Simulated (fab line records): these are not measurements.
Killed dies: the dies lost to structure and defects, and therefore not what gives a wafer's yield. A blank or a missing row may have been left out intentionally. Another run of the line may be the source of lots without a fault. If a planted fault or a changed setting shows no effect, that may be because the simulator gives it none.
Split-lot study || flow n5 finfet || 39 wafers read from 7 lots, route of 1938 steps

THE SPLIT
At N5_MOL_CONTACT_COAG_ETCH_124 (etches SiNx in CH3F/O2, stops on SiOC, target depth 6.5 nm), the setting bias w was moved away from the recipe's 73 W on 9 of the 39 wafers read, by -15.9% to +13.2%. All remaining wafers had this setting at the recipe value.

Reading taken at the split's own step.

THE READING
rf vpp V, in V, at N5_MOL_CONTACT_COAG_ETCH_124 (etches SiNx in CH3F/O2, stops on SiOC, target depth 6.5 nm). On this fab line, fault-free wafers typically give 297 V with a standard deviation of 6.3 V.

{"wafer": "L074.1", "tool, chamber at the split": "rie diel-03, 2", "bias w as run, W": 73, "against the recipe": "recipe", "rf vpp V, V": 290, "against lot-mates on the recipe": "-"}
{"wafer": "L074.2", "tool, chamber at the split": "rie diel-03, 1", "bias w as run, W": 73, "against the recipe": "recipe", "rf vpp V, V": 289, "against lot-mates on the recipe": "-"}
{"wafer": "L074.3", "tool, chamber at the split": "rie diel-03, 0", "bias w as run, W": 73, "against the recipe": "recipe", "rf vpp V, V": 294, "against lot-mates on the recipe": "-"}
{"wafer": "L074.4", "tool, chamber at the split": "rie diel-03, 3", "bias w as run, W": 73, "against the recipe": "recipe", "rf vpp V, V": 290, "against lot-mates on the recipe": "-"}
{"wafer": "L074.5", "tool, chamber at the split": "rie diel-03, 3", "bias w as run, W": 73, "against the recipe": "recipe", "rf vpp V, V": 289, "against lot-mates on the recipe": "-"}
{"wafer": "L074.6", "tool, chamber at the split": "rie diel-03, 0", "bias w as run, W": 73, "against the recipe": "recipe", "rf vpp V, V": 294, "against lot-mates on the recipe": "-"}
{"wafer": "L075.1", "tool, chamber at the split": "rie diel-03, 2", "bias w as run, W": 73, "against the recipe": "recipe", "rf vpp V, V": 290, "against lot-mates on the recipe": "-"}
{"wafer": "L075.2", "tool, chamber at the split": "rie diel-03, 3", "bias w as run, W": 73, "against the recipe": "recipe", "rf vpp V, V": 289, "against lot-mates on the recipe": "-"}
{"wafer": "L075.3", "tool, chamber at the split": "rie diel-03, 0", "bias w as run, W": 73, "against the recipe": "recipe", "rf vpp V, V": 294, "against lot-mates on the recipe": "-"}
{"wafer": "L075.4", "tool, chamber at the split": "rie diel-03, 1", "bias w as run, W": 73, "against the recipe": "recipe", "rf vpp V, V": 290, "against lot-mates on the recipe": "-"}
{"wafer": "L075.5", "tool, chamber at the split": "rie diel-03, 1", "bias w as run, W": 73, "against the recipe": "recipe", "rf vpp V, V": 288, "against lot-mates on the recipe": "-"}
{"wafer": "L075.6", "tool, chamber at the split": "rie diel-03, 0", "bias w as run, W": 73, "against the recipe": "recipe", "rf vpp V, V": 294, "against lot-mates on the recipe": "-"}
{"wafer": "L083.1", "tool, chamber at the split": "rie diel-02, 2", "bias w as run, W": 73, "against the recipe": "recipe", "rf vpp V, V": 311, "against lot-mates on the recipe": "-"}
{"wafer": "L083.2", "tool, chamber at the split": "rie diel-02, 0", "bias w as run, W": 61.39, "against the recipe": "-15.9%", "rf vpp V, V": 261, "against lot-mates on the recipe": -38}
{"wafer": "L083.3", "tool, chamber at the split": "rie diel-02, 3", "bias w as run, W": 73, "against the recipe": "recipe", "rf vpp V, V": 294, "against lot-mates on the recipe": "-"}
{"wafer": "L083.4", "tool, chamber at the split": "rie diel-02, 1", "bias w as run, W": 61.39, "against the recipe": "-15.9%", "rf vpp V, V": 264, "against lot-mates on the recipe": -35}
{"wafer": "L083.5", "tool, chamber at the split": "rie diel-02, 3", "bias w as run, W": 73, "against the recipe": "recipe", "rf vpp V, V": 293, "against lot-mates on the recipe": "-"}
{"wafer": "L083.6", "tool, chamber at the split": "rie diel-02, 2", "bias w as run, W": 61.39, "against the recipe": "-15.9%", "rf vpp V, V": 270, "against lot-mates on the recipe": -29}
{"wafer": "L084.1", "tool, chamber at the split": "rie diel-05, 2", "bias w as run, W": 73, "against the recipe": "recipe", "rf vpp V, V": 305, "against lot-mates on the recipe": "-"}
{"wafer": "L084.2", "tool, chamber at the split": "rie diel-05, 1", "bias w as run, W": 82.6, "against the recipe": "+13.2%", "rf vpp V, V": 330, "against lot-mates on the recipe": "+28"}
{"wafer": "L084.3", "tool, chamber at the split": "rie diel-05, 3", "bias w as run, W": 73, "against the recipe": "recipe", "rf vpp V, V": 301, "against lot-mates on the recipe": "-"}
{"wafer": "L084.4", "tool, chamber at the split": "rie diel-05, 0", "bias w as run, W": 73, "against the recipe": "recipe", "rf vpp V, V": 299, "against lot-mates on the recipe": "-"}
{"wafer": "L084.5", "tool, chamber at the split": "rie diel-05, 0", "bias w as run, W": 82.6, "against the recipe": "+13.2%", "rf vpp V, V": 330, "against lot-mates on the recipe": "+28"}
{"wafer": "L084.6", "tool, chamber at the split": "rie diel-05, 1", "bias w as run, W": 82.6, "against the recipe": "+13.2%", "rf vpp V, V": 331, "against lot-mates on the recipe": "+29"}
{"wafer": "L087.1", "tool, chamber at the split": "rie diel-02, 2", "bias w as run, W": 73, "against the recipe": "recipe", "rf vpp V, V": 310, "against lot-mates on the recipe": "-"}
{"wafer": "L087.2", "tool, chamber at the split": "rie diel-02, 1", "bias w as run, W": 76.72, "against the recipe": "+5.1%", "rf vpp V, V": 315, "against lot-mates on the recipe": "+14"}
{"wafer": "L087.3", "tool, chamber at the split": "rie diel-02, 0", "bias w as run, W": 76.72, "against the recipe": "+5.1%", "rf vpp V, V": 312, "against lot-mates on the recipe": "+11"}
{"wafer": "L087.4", "tool, chamber at the split": "rie diel-02, 3", "bias w as run, W": 73, "against the recipe": "recipe", "rf vpp V, V": 293, "against lot-mates on the recipe": "-"}
{"wafer": "L087.5", "tool, chamber at the split": "rie diel-02, 0", "bias w as run, W": 73, "against the recipe": "recipe", "rf vpp V, V": 300, "against lot-mates on the recipe": "-"}
{"wafer": "L087.6", "tool, chamber at the split": "rie diel-02, 3", "bias w as run, W": 76.72, "against the recipe": "+5.1%", "rf vpp V, V": 305, "against lot-mates on the recipe": "+4"}
{"wafer": "L089.1", "tool, chamber at the split": "rie diel-03, 0", "bias w as run, W": 73, "against the recipe": "recipe", "rf vpp V, V": 297, "against lot-mates on the recipe": "-"}
{"wafer": "L089.2", "tool, chamber at the split": "rie diel-03, 1", "bias w as run, W": 73, "against the recipe": "recipe", "rf vpp V, V": 290, "against lot-mates on the recipe": "-"}
{"wafer": "L089.3", "tool, chamber at the split": "rie diel-03, 2", "bias w as run, W": 73, "against the recipe": "recipe", "rf vpp V, V": 290, "against lot-mates on the recipe": "-"}
{"wafer": "L089.4", "tool, chamber at the split": "rie diel-03, 3", "bias w as run, W": 73, "against the recipe": "recipe", "rf vpp V, V": 288, "against lot-mates on the recipe": "-"}
{"wafer": "L089.5", "tool, chamber at the split": "rie diel-03, 1", "bias w as run, W": 73, "against the recipe": "recipe", "rf vpp V, V": 290, "against lot-mates on the recipe": "-"}
{"wafer": "L089.6", "tool, chamber at the split": "rie diel-03, 0", "bias w as run, W": 73, "against the recipe": "recipe", "rf vpp V, V": 295, "against lot-mates on the recipe": "-"}
{"wafer": "L093.1", "tool, chamber at the split": "rie diel-02, 2", "bias w as run, W": 73, "against the recipe": "recipe", "rf vpp V, V": 309, "against lot-mates on the recipe": "-"}
{"wafer": "L093.4", "tool, chamber at the split": "rie diel-02, 3", "bias w as run, W": 73, "against the recipe": "recipe", "rf vpp V, V": 292, "against lot-mates on the recipe": "-"}
{"wafer": "L093.5", "tool, chamber at the split": "rie diel-02, 0", "bias w as run, W": 73, "against the recipe": "recipe", "rf vpp V, V": 301, "against lot-mates on the recipe": "-"}

THE FIT
A straight line over all 39 wafers: rf vpp V changes by +2.25 V for each +1% of bias w; r = +0.90; the points scatter about the line by 6.6 V.
The same after taking each lot's own level away (the mean of its wafers on the recipe; 39 wafers): +2.15 V for each +1%; r = +0.95; scatter 4.5 V.
On that fit, the largest move of bias w shifts the reading by 34 V.
The lots' own levels span 290.8 to 301.7 V, that is 1.7 times the standard deviation above.
Hence the lot-to-lot level has little effect on the slope; both slopes agree.
Check: for one of the wafers moved furthest among these (-15.9%), held out of the fit, the line's prediction against its lot-mates is -33.2 V. Against them it came out at -38.3 V.
Tool readings at the split's step, against how far the setting was moved: rf vpp V r = +0.90.

THE OTHER SPLITS THESE WAFERS WENT THROUGH
Other splits were also applied to these wafers ahead of the reading. Each is held against what the fit with the lots' levels taken away leaves over:
{"other split on the same wafers": "N5_FIN_SAQP_ETCH_52 source w", "wafers away from the commonest value": 15, "r with rf vpp V (lot level and that fit taken away)": "+0.04"}
{"other split on the same wafers": "N5_FIN_SAQP_MANDREL_ETCH_22 target depth a", "wafers away from the commonest value": 12, "r with rf vpp V (lot level and that fit taken away)": "+0.16"}
{"other split on the same wafers": "N5_DUMMY_GATE_ETCH_31 target depth a", "wafers away from the commonest value": 12, "r with rf vpp V (lot level and that fit taken away)": "+0.13"}
{"other split on the same wafers": "N5_SD_EPI_P_EPI_21 dopant conc cm3", "wafers away from the commonest value": 12, "r with rf vpp V (lot level and that fit taken away)": "+0.08"}

THE FILE'S OWN FIT
rf vpp V changes by +2.14 V for each +1% of bias w, r = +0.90.
